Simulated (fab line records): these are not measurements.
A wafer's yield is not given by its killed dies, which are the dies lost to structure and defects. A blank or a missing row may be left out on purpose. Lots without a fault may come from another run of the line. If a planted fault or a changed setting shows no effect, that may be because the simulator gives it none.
fab line records | flow n5_finfet
record: lots: 5 | wafers: 14 | last_day: 18
route steps=1938 shown BEOL_M10@1497 PASSIVATION@1936
lots that met no fault: from a run of the same line without faults
start_h: start of the lot's first displayed wafer, in hours after the record's first day | wait_h: time in hours since the lot's previous step | " as in the row above | L1.1+2: one row covering several wafers at once | - no value, or no start was given | * or withheld: withheld | < > ~ a bound
route shown NAME@n: a module of which the file shows steps, and the number in the route of the first | usual: mean/standard deviation taken from wafers without a fault | same: alike in all rows | chamber/n: place in a boat | sites: the reading at each site | _std_site: their standard deviation | _edge_site: the outer-site mean with the inner-site mean subtracted | radius_mm: how far each site lies from the wafer's centre | mask NAME#n: copy n | behind: the last tool/chamber to shape the wafer | hold: reason for holding the lot/hours on hold/outcome of the hold | device: the n, p or np transistor that did not switch | end of line: tests of these same wafers at the route's end | a step without rows: its recipe alone | killed: count of dies lost to structure and defects at first sort (not the wafer's yield) | map: per-die view of a wafer (x killed, . not killed, _ where there is no die)
set.NAME: the setting that was run; set.NAME@STEP: the one run at that earlier step | model.NAME: the simulator's own value behind a step, which no gauge read
a table for each step, a row for each wafer; lots at some steps of the route
services: from which hour (start_h, from the record's first day; less than 0 if before it) a tool's chamber was out of use, for how many hours, and why
== steps ==
step: N5_BEOL_M10_EBR_24
recipe: solvent: PGMEA | ebr_width_mm: 1.5
step: N5_BEOL_M10_SOFTBAKE_23
recipe: temp_c: 110 | time_s: 60 | resist: CAR-ArF
step: N5_BEOL_M10_EXPOSE_25
recipe: mask_id: V9 | na: 1.35 | source_shape: annular | sigma_inner: 0.5 | sigma_outer: 0.8 | polarization: unpolarized | dose_mj: 85.5
step: N5_BEOL_M10_PEB_26
recipe: peb_temp_c: withheld | peb_time_s: 60 | resist: CAR-ArF
step: N5_BEOL_M10_DEVELOP_27
recipe: develop_time_s: 30 | developer: TMAH | resist: CAR-ArF | rinse_liquid: diw | dry: air_spin | dev_temp_c: 23
step: N5_BEOL_M10_CD_MEAS_28
recipe: target_cd_nm: 70 | landing_energy_ev: 500 | detector: se_inlens | polarity: opening
usual: cd_nm: 69.5/1.2
lot.wafer | tool      | chamber | start_h | wait_h | cd_nm
L486.2    | cd_sem-02 | 0       | 228.95  | -      | 70.5
L486.3    | "         | 0       | "       | "      | 68.8
L486.5    | "         | 0       | "       | "      | 70.8
L488.2    | cd_sem-01 | 0       | 260.51  | -      | 68.5
L488.4    | "         | 0       | "       | "      | 69.5
L488.5    | "         | 0       | "       | "      | 68.6
L496.1    | cd_sem-01 | 0       | 285.04  | -      | 70.3
L496.2    | "         | 0       | "       | "      | 71.0
L504.3    | cd_sem-03 | 0       | 337.75  | -      | 70.4
L504.4    | "         | 0       | "       | "      | 71.5
L504.6    | "         | 0       | "       | "      | 70.0
L507.1    | cd_sem-03 | 0       | 363.98  | -      | 70.5
L507.3    | "         | 0       | "       | "      | 69.0
L507.4    | "         | 0       | "       | "      | 68.3
step: N5_BEOL_M10_OVL_MEAS_29
recipe: points_per_wafer: 44
usual: V9_OVL: 0.0/0.56
lot.wafer | tool       | chamber | start_h | wait_h | V9_OVL[nm]
L486.2    | overlay-01 | 0       | 228.98  | 0.0    | -1.3
L486.3    | "          | 0       | "       | "      | -0.7
L486.5    | "          | 0       | "       | "      | -0.1
L488.2    | overlay-02 | 0       | 260.54  | 0.0    | -0.3
L488.4    | "          | 0       | "       | "      | 0.4
L488.5    | "          | 0       | "       | "      | 0.4
L496.1    | overlay-02 | 0       | 285.07  | 0.0    | -0.3
L496.2    | "          | 0       | "       | "      | -0.4
L504.3    | overlay-02 | 0       | 337.78  | 0.0    | 0.5
L504.4    | "          | 0       | "       | "      | 0.6
L504.6    | "          | 0       | "       | "      | 0.5
L507.1    | overlay-02 | 0       | 364.01  | 0.0    | -0.6
L507.3    | "          | 0       | "       | "      | 0.3
L507.4    | "          | 0       | "       | "      | 0.8
step: N5_BEOL_M10_INSPECT_30
recipe: mode: adi | inspect_instrument: brightfield
usual: raw_defect_count: 456/110
lot.wafer | tool              | chamber | start_h | wait_h | raw_defect_count
L486.2    | defect_inspect-02 | -       | 229.00  | 0.0    | 374
L486.3    | "                 | -       | "       | "      | 420
L486.5    | "                 | -       | "       | "      | 490
L488.2    | defect_inspect-01 | -       | 260.56  | 0.0    | 632
L488.4    | "                 | -       | "       | "      | 523
L488.5    | "                 | -       | "       | "      | 689
L496.1    | defect_inspect-02 | -       | 285.09  | 0.0    | 398
L496.2    | "                 | -       | "       | "      | 405
L504.3    | defect_inspect-02 | -       | 337.81  | 0.0    | 429
L504.4    | "                 | -       | "       | "      | 310
L504.6    | "                 | -       | "       | "      | 417
L507.1    | defect_inspect-01 | -       | 364.03  | 0.0    | 507
L507.3    | "                 | -       | "       | "      | 555
L507.4    | "                 | -       | "       | "      | 560
step: N5_BEOL_M10_DESCUM_33
recipe: chemistry: O2 | time_s: 7.9 | source_power_w: 50 | bias_power_w: 20 | pressure_mtorr: 20 | rf_frequency_hz: 2.712e+07 | temp_c: 40 | resist: CAR-ArF | o2_flow_sccm: 225
usual: drypump_motor_current_A: 6.0/0.41 | oes_product_au: 0.84/0.09 | rf_vpp_V: 243.5/1.5 | showerhead_plenum_p_Torr: 2.11/0.078 | throttle_valve_pct: 20.31/0.21
lot.wafer | tool        | chamber | start_h | wait_h | drypump_motor_current_A | oes_product_au | rf_hours_counter_h | rf_vpp_V | showerhead_plenum_p_Torr | throttle_valve_pct
L486.2    | rie_diel-04 | 0       | 229.28  | 0.3    | 5.9                     | 0.86           | 58                 | 247.1    | 2.20                     | 20.54
L486.3    | "           | 2       | "       | "      | 5.9                     | 0.81           | 96                 | 243.3    | 2.18                     | 20.33
L486.5    | "           | 1       | "       | "      | 5.8                     | 0.93           | -                  | 244.0    | 2.13                     | 20.16
L488.2    | rie_diel-02 | 0       | 260.59  | 0.0    | 5.8                     | 0.69           | 212                | 242.8    | 2.00                     | 20.46
L488.4    | "           | 2       | "       | "      | 5.9                     | 0.97           | 10                 | 241.2    | 2.05                     | 20.11
L488.5    | "           | 0       | "       | "      | 5.8                     | 0.69           | -                  | 242.8    | 2.00                     | 20.46
L496.1    | rie_diel-04 | 1       | 285.12  | 0.0    | 5.8                     | 0.88           | 32                 | 241.8    | 2.12                     | 20.18
L496.2    | "           | 3       | "       | "      | 5.8                     | 0.91           | 27                 | 245.6    | 2.23                     | 19.82
L504.3    | rie_diel-02 | 0       | 337.84  | 0.0    | 5.8                     | 0.67           | 241                | 240.6    | 1.99                     | 20.50
L504.4    | "           | 2       | "       | "      | 5.9                     | 0.90           | 38                 | 242.7    | 2.04                     | 20.15
L504.6    | "           | 1       | "       | "      | 6.4                     | 0.76           | -                  | 244.5    | 2.11                     | 20.53
L507.1    | rie_diel-06 | 1       | 364.06  | 0.0    | 5.7                     | 0.75           | 160                | 241.3    | 2.01                     | 20.38
L507.3    | "           | 0       | "       | "      | 6.4                     | 0.69           | 204                | 244.0    | 2.07                     | 20.26
L507.4    | "           | 3       | "       | "      | 6.4                     | 0.72           | 200                | 245.0    | 2.17                     | 20.56
step: N5_BEOL_M10_ETCH_65
recipe: chemistry: CF4 | target: SiARC | target_depth_a: 390 | mask_material: CAR-ArF | time_s: 65 | ion_energy_ev: 80 | pressure_mtorr: 40 | source_w: 545 | bias_w: 36 | Ar_flow_sccm: 100 | cf4_flow_sccm: 100 | ends: cleared
usual: drypump_motor_current_A: 6.0/0.41 | etch_rf_on_time_s: 65.6/2.2 | oes_product_au: 0.71/0.075 | rf_vpp_V: 184.2/1.3 | showerhead_plenum_p_Torr: 2.16/0.079 | throttle_valve_pct: 15.49/0.18
lot.wafer | tool        | chamber | start_h | wait_h | drypump_motor_current_A | etch_rf_on_time_s | oes_product_au | rf_hours_counter_h | rf_vpp_V | showerhead_plenum_p_Torr | throttle_valve_pct
L486.2    | rie_diel-04 | 0       | 229.31  | 0.0    | 5.9                     | 66.8              | 0.72           | 58                 | 183.9    | 2.23                     | 15.57
L486.3    | "           | 2       | "       | "      | 5.9                     | 63.6              | 0.70           | 96                 | 185.2    | 2.24                     | 15.60
L486.5    | "           | 1       | "       | "      | 5.9                     | 65.2              | 0.77           | -                  | 184.1    | 2.17                     | 15.29
L488.2    | rie_diel-02 | 0       | 260.63  | 0.0    | 5.8                     | 66.3              | 0.59           | 212                | 182.2    | 2.03                     | 15.54
L488.4    | "           | 2       | "       | "      | 5.8                     | 65.6              | 0.83           | 10                 | 186.0    | 2.13                     | 15.37
L488.5    | "           | 0       | "       | "      | 5.8                     | 66.3              | 0.59           | -                  | 182.5    | 2.03                     | 15.54
L496.1    | rie_diel-04 | 1       | 285.16  | 0.0    | 5.8                     | 65.6              | 0.75           | 32                 | 183.3    | 2.17                     | 15.32
L496.2    | "           | 3       | "       | "      | 5.8                     | 60.9              | 0.80           | 27                 | 186.1    | 2.28                     | 15.10
L504.3    | rie_diel-02 | 0       | 337.87  | 0.0    | 5.7                     | 68.4              | 0.57           | 241                | 181.6    | 2.02                     | 15.59
L504.4    | "           | 2       | "       | "      | 5.9                     | 66.7              | 0.76           | 38                 | 184.7    | 2.12                     | 15.44
L504.6    | "           | 1       | "       | "      | 6.3                     | 68.6              | 0.65           | -                  | 184.8    | 2.16                     | 15.66
L507.1    | rie_diel-06 | 1       | 364.10  | 0.0    | 5.8                     | 68.3              | 0.63           | 160                | 182.0    | 2.05                     | 15.57
L507.3    | "           | 0       | "       | "      | 6.4                     | 66.5              | 0.59           | 204                | 183.5    | 2.14                     | 15.63
L507.4    | "           | 3       | "       | "      | 6.4                     | 66.4              | 0.62           | 200                | 184.0    | 2.22                     | 15.68
step: N5_BEOL_M10_ETCH_66
recipe: chemistry: N2/H2 | target: SOC | target_depth_a: 1200 | overetch_a: 240 | mask_material: SiARC | temp_c: 40 | time_s: 180 | ion_energy_ev: 200 | pressure_mtorr: 30 | source_w: 840 | bias_w: 150 | n2_flow_sccm: 200 | h2_flow_sccm: 200
usual: drypump_motor_current_A: 6.0/0.42 | oes_product_au: 0.67/0.065 | rf_vpp_V: 524.5/2.7 | showerhead_plenum_p_Torr: 2.56/0.11 | throttle_valve_pct: 17.68/0.27
lot.wafer | tool        | chamber | start_h | wait_h | drypump_motor_current_A | oes_product_au | rf_hours_counter_h | rf_vpp_V | showerhead_plenum_p_Torr | throttle_valve_pct
L486.2    | rie_diel-04 | 0       | 229.36  | 0.0    | 5.9                     | 0.68           | 58                 | 528.3    | 2.70                     | 18.16
L486.3    | "           | 2       | "       | "      | 6.0                     | 0.65           | 96                 | 527.7    | 2.67                     | 17.81
L486.5    | "           | 1       | "       | "      | 5.8                     | 0.73           | -                  | 524.8    | 2.60                     | 17.55
L488.2    | rie_diel-02 | 0       | 260.68  | 0.0    | 5.8                     | 0.57           | 213                | 521.2    | 2.40                     | 17.67
L488.4    | "           | 2       | "       | "      | 5.9                     | 0.78           | 10                 | 521.9    | 2.47                     | 17.30
L488.5    | "           | 0       | "       | "      | 5.8                     | 0.57           | -                  | 519.5    | 2.40                     | 17.64
L496.1    | rie_diel-04 | 1       | 285.21  | 0.0    | 5.8                     | 0.69           | 32                 | 526.4    | 2.59                     | 17.58
L496.2    | "           | 3       | "       | "      | 5.8                     | 0.73           | 27                 | 528.6    | 2.71                     | 17.18
L504.3    | rie_diel-02 | 0       | 337.92  | 0.0    | 5.8                     | 0.56           | 241                | 520.8    | 2.39                     | 17.70
L504.4    | "           | 2       | "       | "      | 5.9                     | 0.73           | 38                 | 523.3    | 2.46                     | 17.35
L504.6    | "           | 1       | "       | "      | 6.3                     | 0.63           | -                  | 524.9    | 2.55                     | 17.76
L507.1    | rie_diel-06 | 1       | 364.15  | 0.0    | 5.8                     | 0.61           | 160                | 520.9    | 2.44                     | 17.75
L507.3    | "           | 0       | "       | "      | 6.4                     | 0.57           | 204                | 522.9    | 2.53                     | 17.89
L507.4    | "           | 3       | "       | "      | 6.4                     | 0.59           | 200                | 527.3    | 2.63                     | 18.00
step: N5_BEOL_M10_STRIP_69
recipe: chemistry: N2/H2 | temp_c: 40 | n2_flow_sccm: 200 | h2_flow_sccm: 200 | rf_frequency_hz: 6e+07
step: N5_BEOL_M10_VIA_ETCH_34
recipe: chemistry: C4F6/O2 | target: SiCOH_lowk | target_depth_a: 1845 | mask_material: SOC | taper_deg: 4 | time_s: 69.2 | ion_energy_ev: 250 | pressure_mtorr: 30 | source_w: 345 | bias_w: 185 | Ar_flow_sccm: 300 | C4F6_flow_sccm: 10 | O2_flow_sccm: 10
usual: drypump_motor_current_A: 6.0/0.41 | oes_product_au: 0.83/0.089 | rf_vpp_V: 661/14 | showerhead_plenum_p_Torr: 2.87/0.1 | throttle_valve_pct: 20.79/0.21
lot.wafer | tool        | chamber | start_h | wait_h | drypump_motor_current_A | oes_product_au | rf_hours_counter_h | rf_vpp_V | showerhead_plenum_p_Torr | throttle_valve_pct | model.etch.depth_nm | model.SOC_of_BEOL_M10_COAT_63.thk_nm
L486.2    | rie_diel-04 | 0       | 229.48  | 0.0    | 5.9                     | 0.85           | 58                 | 664      | 2.96                     | 20.84              | 180.4               | 91.4
L486.3    | "           | 2       | "       | "      | 6.0                     | 0.81           | 96                 | 654      | 2.97                     | 20.85              | 185.8               | 91.4
L486.5    | "           | 1       | "       | "      | 5.8                     | 0.91           | -                  | 668      | 2.92                     | 20.76              | 187.5               | 91.2
L488.2    | rie_diel-02 | 0       | 260.80  | 0.0    | 5.8                     | 0.69           | 213                | 656      | 2.67                     | 20.59              | 178                 | 92
L488.4    | "           | 2       | "       | "      | 5.9                     | 0.96           | 10                 | 666      | 2.83                     | 20.82              | 185                 | 92.2
L488.5    | "           | 0       | "       | "      | 5.8                     | 0.69           | -                  | 656      | 2.67                     | 20.62              | 177.8               | 92.2
L496.1    | rie_diel-04 | 1       | 285.33  | 0.0    | 5.9                     | 1.06           | 32                 | 669      | 2.91                     | 20.83              | 249.9               | 89.2
L496.2    | "           | 3       | "       | "      | 5.8                     | 0.93           | 27                 | 654      | 3.02                     | 20.32              | 190.3               | 91.2
L504.3    | rie_diel-02 | 0       | 338.05  | 0.0    | 5.8                     | 0.67           | 241                | 657      | 2.66                     | 20.64              | 176.1               | 92
L504.4    | "           | 2       | "       | "      | 5.8                     | 0.90           | 38                 | 664      | 2.82                     | 20.85              | 181.3               | 91.8
L504.6    | "           | 1       | "       | "      | 6.3                     | 0.76           | -                  | 635      | 2.89                     | 21.12              | 175.9               | 92.2
L507.1    | rie_diel-06 | 1       | 364.27  | 0.0    | 5.8                     | 0.73           | 160                | 660      | 2.73                     | 20.80              | 175.5               | 92.2
L507.3    | "           | 0       | "       | "      | 6.4                     | 0.70           | 204                | 667      | 2.83                     | 20.84              | 179.6               | 92.6
L507.4    | "           | 3       | "       | "      | 6.4                     | 0.73           | 200                | 685      | 2.92                     | 20.83              | 181.3               | 92.4
step: N5_BEOL_M10_STRIP_73
recipe: chemistry: C4F6/O2 | resist: SiARC | rf_frequency_hz: 6e+07
step: N5_PASSIVATION_PROBE_49
usual: defect_limited_yield: 91.5/1.4 | killed_at_M0_to_M3: 32/11 | killed_at_M4_up: 12/4.4 | killed_at_contacts: 13/6.1 | killed_at_front_end: 39/12 | killed_at_other: 3.9/3 | killed_dies: 100/17 | killed_open: 66/12 | killed_short: 33/7.4 | sort_bin_5_function: 5.0/0.95 | sort_bin_6_memory: 3.2/0.66 | sort_bin_8_speed: 0.0/0.33 | sort_n_pass: 1079/17 | sort_yield_pct: 91.4/1.5
same: gross_dies: 1180 | killed_at_back_side: 0 | sort_bin_4_leakage[%]: 0
lot.wafer | tool      | chamber | start_h | wait_h | defect_limited_yield[%] | killed_at_M0_to_M3 | killed_at_M4_up | killed_at_contacts | killed_at_front_end | killed_at_other | killed_dies | killed_open | killed_short | sort_bin_5_function[%] | sort_bin_6_memory[%] | sort_bin_8_speed[%] | sort_n_pass | sort_yield_pct[%]
L486.2    | prober-02 | -       | 283.05  | 0.1    | 89.7                    | 47                 | 8               | 26                 | 37                  | 3               | 121         | 72          | 42           | 5.8                    | 3.3                  | 0                   | 1059        | 89.7
L486.3    | prober-02 | -       | 283.10  | 0.1    | 90.0                    | 32                 | 5               | 27                 | 47                  | 7               | 118         | 82          | 36           | 6.1                    | 3.7                  | 0                   | 1062        | 90.0
L486.5    | prober-02 | -       | 283.20  | 0.2    | 89.7                    | 31                 | 13              | 18                 | 51                  | 9               | 122         | 74          | 48           | 6.5                    | 3.5                  | 0                   | 1058        | 89.7
L488.2    | prober-01 | -       | 309.02  | 0.1    | 91.6                    | 22                 | 16              | 14                 | 45                  | 2               | 99          | 56          | 36           | 4.5                    | 3.1                  | 0.5                 | 1075        | 91.1
L488.4    | prober-01 | -       | 309.12  | 0.2    | 91.9                    | 33                 | 6               | 8                  | 46                  | 2               | 95          | 64          | 30           | 4.9                    | 2.8                  | 0                   | 1085        | 91.9
L488.5    | prober-01 | -       | 309.17  | 0.2    | 92.3                    | 12                 | 17              | 20                 | 41                  | 1               | 91          | 63          | 27           | 4.7                    | 2.7                  | 0                   | 1089        | 92.3
L496.1    | prober-02 | -       | 340.18  | 0.0    | 92.8                    | 44                 | 3               | 17                 | 21                  | 0               | 85          | 46          | 34           | 3.9                    | 3.2                  | 0                   | 1095        | 92.8
L496.2    | prober-02 | -       | 340.23  | 0.1    | 92.5                    | 14                 | 12              | 17                 | 33                  | 12              | 88          | 50          | 36           | 4.0                    | 3.1                  | 0                   | 1092        | 92.5
L504.3    | prober-01 | -       | 396.11  | 0.1    | 90.8                    | 43                 | 12              | 15                 | 30                  | 8               | 108         | 70          | 38           | 5.3                    | 3.5                  | 0                   | 1072        | 90.8
L504.4    | prober-01 | -       | 396.16  | 0.2    | 91.0                    | 28                 | 11              | 13                 | 53                  | 1               | 106         | 74          | 30           | 5.8                    | 3.0                  | 0                   | 1074        | 91.0
L504.6    | prober-01 | -       | 396.26  | 0.3    | 90.6                    | 47                 | 7               | 6                  | 43                  | 8               | 111         | 73          | 38           | 5.8                    | 3.1                  | 0                   | 1069        | 90.6
L507.1    | prober-01 | -       | 421.74  | 0.0    | 91.1                    | 29                 | 7               | 14                 | 48                  | 7               | 105         | 66          | 36           | 5.0                    | 3.3                  | 0                   | 1075        | 91.1
L507.3    | prober-01 | -       | 421.84  | 0.1    | 91.0                    | 23                 | 8               | 14                 | 59                  | 2               | 106         | 63          | 39           | 5.8                    | 2.9                  | 0                   | 1074        | 91.0
L507.4    | prober-01 | -       | 421.89  | 0.2    | 89.6                    | 35                 | 15              | 18                 | 54                  | 1               | 123         | 82          | 40           | 5.5                    | 4.7                  | 0                   | 1057        | 89.6
killed by level:class
L486.2 MOL_CONTACT_COAG:geometric_particle:open=21 BEOL_M0_SAQP:geometric_particle:open=14 BEOL_M1:geometric_particle:short=12 BEOL_M0_SAQP:geometric_particle:short=7 HKMG_FIN:area_etch=6 FIN_SAQP:geometric_particle:open=5 DUMMY_GATE:geometric_particle:open=5 ILD0:geometric_particle:open=5
L486.3 MOL_CONTACT_COAG:geometric_particle:open=22 BEOL_M0_SAQP:geometric_particle:open=10 FIN_SAQP:geometric_particle:open=9 SPACER0:geometric_particle:open=9 FIN_SAQP:geometric_particle:short=7 STI_FIN_REVEAL:geometric_particle:open=6 BEOL_M0_SAQP:geometric_particle:short=6 MOL_CONTACT_COAG:geometric_particle:short=5
L486.5 MOL_CONTACT_COAG:geometric_particle:open=15 STI_FIN_REVEAL:geometric_particle:open=13 FIN_SAQP:geometric_particle:open=10 BEOL_M1:geometric_particle:open=8 BEOL_M0_SAQP:geometric_particle:short=8 FIN_SAQP:geometric_particle:short=7 BEOL_M1:geometric_particle:short=6 GATE_CUT:geometric_particle:open=4
L488.2 MOL_CONTACT_COAG:geometric_particle:open=11 DUMMY_GATE:geometric_particle:open=6 GATE_CUT:geometric_particle:short=6 HKMG_FIN:area_etch=6 FIN_SAQP:geometric_particle:short=5 ILD0:geometric_particle:short=5 BEOL_M0_SAQP:geometric_particle:short=5 BEOL_M1:geometric_particle:open=5
L488.4 STI_FIN_REVEAL:geometric_particle:open=17 BEOL_M2:geometric_particle:open=11 BEOL_M1:geometric_particle:open=10 GATE_CUT:geometric_particle:open=6 GATE_CUT:geometric_particle:short=6 STI_FIN_REVEAL:geometric_particle:short=4 MOL_CONTACT_COAG:geometric_particle:short=4 BEOL_M0_SAQP:geometric_particle:short=4
L488.5 MOL_CONTACT_COAG:geometric_particle:open=16 FIN_SAQP:geometric_particle:open=7 DUMMY_GATE:geometric_particle:open=7 FIN_SAQP:geometric_particle:short=6 GATE_CUT:geometric_particle:short=6 BEOL_M4:geometric_particle:open=6 BEOL_M5:geometric_particle:open=5 STI_FIN_REVEAL:geometric_particle:open=4
L496.1 MOL_CONTACT_COAG:geometric_particle:open=12 BEOL_M2:geometric_particle:short=9 BEOL_M2:geometric_particle:open=9 BEOL_M0_SAQP:geometric_particle:short=8 BEOL_M0_SAQP:geometric_particle:open=8 FIN_SAQP:geometric_particle:short=6 BEOL_M3:geometric_particle:open=6 FIN_SAQP:geometric_particle:open=5
L496.2 MOL_CONTACT_COAG:geometric_particle:open=12 FIN_SAQP:geometric_particle:open=7 ILD0:geometric_particle:short=6 FIN_SAQP:geometric_particle:short=5 STI_FIN_REVEAL:geometric_particle:open=5 PAD_METAL:geometric_particle:short=5 MOL_CONTACT_COAG:geometric_particle:short=4 BEOL_M1:geometric_particle:open=4
L504.3 MOL_CONTACT_COAG:geometric_particle:open=11 BEOL_M1:geometric_particle:open=9 STI_FIN_REVEAL:geometric_particle:open=7 BEOL_M2:geometric_particle:open=7 BEOL_M0_SAQP:geometric_particle:short=7 BEOL_M3:geometric_particle:open=7 BEOL_M4:geometric_particle:open=6 FIN_SAQP:geometric_particle:open=4
L504.4 STI_FIN_REVEAL:geometric_particle:open=17 FIN_SAQP:geometric_particle:open=11 MOL_CONTACT_COAG:geometric_particle:open=10 BEOL_M0_SAQP:geometric_particle:open=7 BEOL_M3:geometric_particle:open=6 FIN_SAQP:geometric_particle:short=5 BEOL_M0:geometric_particle:open=5 STARTING-WAFER:geometric_particle:short=5
L504.6 BEOL_M0_SAQP:geometric_particle:short=13 BEOL_M0_SAQP:geometric_particle:open=12 FIN_SAQP:geometric_particle:open=11 STI_FIN_REVEAL:geometric_particle:open=10 BEOL_M2:geometric_particle:open=8 FIN_SAQP:geometric_particle:short=6 MIM_TOP_ETCH:geometric_particle:open=6 GATE_CUT:geometric_particle:short=5
L507.1 MOL_CONTACT_COAG:geometric_particle:open=11 FIN_SAQP:geometric_particle:short=8 FIN_SAQP:geometric_particle:open=8 BEOL_M2:geometric_particle:open=8 STI_FIN_REVEAL:geometric_particle:open=6 GATE_CUT:geometric_particle:short=5 GATE_CUT:geometric_particle:open=5 BEOL_M0_SAQP:geometric_particle:short=5
L507.3 STI_FIN_REVEAL:geometric_particle:open=13 FIN_SAQP:geometric_particle:short=12 FIN_SAQP:geometric_particle:open=9 MOL_CONTACT_COAG:geometric_particle:open=7 MOL_CONTACT_COAG:geometric_particle:short=6 BEOL_M3:geometric_particle:open=6 GATE_CUT:geometric_particle:short=5 BEOL_M1:geometric_particle:open=5
L507.4 MOL_CONTACT_COAG:geometric_particle:open=14 FIN_SAQP:geometric_particle:open=13 FIN_SAQP:geometric_particle:short=13 STI_FIN_REVEAL:geometric_particle:open=9 BEOL_M1:geometric_particle:open=7 BEOL_M2:geometric_particle:short=7 BEOL_M3:geometric_particle:open=7 BEOL_M4:geometric_particle:open=6
== services ==
tool        | chamber | start_h | hours | kind
rie_diel-02 | 2       | 211.37  | -     | clean
rie_diel-02 | 2       | 211.37  | -     | consumable_replace:focus_ring
rie_diel-02 | 2       | 211.37  | 23.8  | scheduled_down
rie_diel-02 | 2       | 211.37  | 23.8  | vent_cycle
rie_diel-02 | 3       | 235.38  | -     | clean
rie_diel-02 | 3       | 235.38  | -     | consumable_replace:focus_ring
rie_diel-02 | 3       | 235.38  | 20.2  | scheduled_down
rie_diel-02 | 3       | 235.38  | 20.2  | vent_cycle
rie_diel-06 | 2       | 274.97  | -     | clean
rie_diel-06 | 2       | 274.97  | -     | consumable_replace:focus_ring
rie_diel-06 | 2       | 274.97  | 20.6  | scheduled_down
rie_diel-06 | 2       | 274.97  | 20.6  | vent_cycle
rie_diel-06 | -       | 279.75  | 0.6   | repair
== key ==
first_sign none at tools or gauges
model_effect: step: N5_BEOL_M10_VIA_ETCH_34 | value: etch.depth_nm | without: 186.7 | struck: 249.9
met_at N5_BEOL_M10_VIA_ETCH_34
struck_wafers L496.1
onset_between 229.48 285.33
fault: kind: process_parameter_drift | tool: rie_diel-04 | chamber: - | onset_h: 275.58 | steps: N5_BEOL_M10_VIA_ETCH_34 | channel: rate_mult | offset: 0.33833 | shape: step | end_h: 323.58 | scope: struck_wafers_only
